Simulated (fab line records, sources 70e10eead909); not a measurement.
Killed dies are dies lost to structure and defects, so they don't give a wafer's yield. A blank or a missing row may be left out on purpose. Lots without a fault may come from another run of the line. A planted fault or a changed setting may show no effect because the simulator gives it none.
Problem report in the 8D (eight disciplines) form, filled by code | flow nand_harc | the parts of the form that need people (team, actions taken, sign-off) are left out

1. THE PROBLEM
killed_at_array at NHARC_END_SORT_01 reads a mean of 117 on 9 wafers of 3 lots; wafers without a fault read 28 with a standard deviation of 11. That is +8.1 standard deviations from the usual mean.
First seen on wafer L674.3, day 21 20:40, on prober-02. The record holds 9 wafers of 3 lots with a number at this step. Rule for "out", or "out of limits": more than 4 standard deviations from the usual mean. The other wafers with a number count as sound.

2. WHAT IT IS AND WHAT IT IS NOT
question                    | is                           | is not
which readings at this step | killed_at_array, killed_dies | killed_at_other, killed_open, killed_short
which lots                  | L673, L674, L677             | -
which wafers of those lots  | all that have a number       | -
read on which gauges        | prober-01, prober-02         | -
when                        | from day 21 20:40            | up to then (0 sound wafers)

3. SUSPECTS, AND WHAT RULES EACH OUT
Counting: a tool at a process step up to the reading stays a suspect if it ran every lot that is out and no sound lot after the first of them.
- the gauge at NHARC_END_SORT_01: ruled out. The wafers that are out were read on 2 gauges (prober-01, prober-02).
- har_cap_etch-03 at NHARC_A_CONTACT_ETCH_117 (etches the open film in C4F8/O2/Ar, time 94 s, target depth 922 nm): kept. It ran every lot that is out, first L674 (day 18 20:37), and no sound lot after that.
Left after counting: har_cap_etch-03 at NHARC_A_CONTACT_ETCH_117.

4. THE CAUSE (what the simulator had put in)
Chamber particle source: har_cap_etch-03, from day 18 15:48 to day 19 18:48, at NHARC_A_CONTACT_ETCH_117. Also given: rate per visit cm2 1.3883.
Counting left only this tool.

5. THE CHAIN OF EFFECTS, in route order
Each row: a reading whose mean over the struck wafers that have a number lies more than 3 standard deviations from the usual. Only readings for which the record gives a usual standard deviation are gone through. hours: the time from each lot's start at the first step in this table that gives one to its start at this step, as a median over the lots. sigmas: the change in usual standard deviations.
hours | step              | reading         | usual | on struck wafers | change | sigmas
0     | NHARC_END_SORT_01 | killed_at_array | 28    | 117              | +89    | +8.1
0     | NHARC_END_SORT_01 | killed_dies     | 32    | 121              | +89    | +8.1

6. WHAT WOULD HAVE CAUGHT IT SOONER
In this record the first reading out of limits at a measuring or inspecting step was taken at day 21 20:40, 77 hours after the fault began at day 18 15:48.
All the lots that are out (3) had begun NHARC_A_CONTACT_ETCH_117 on har_cap_etch-03 by day 21 20:40. A hold on the tool at that time would have spared none of them.
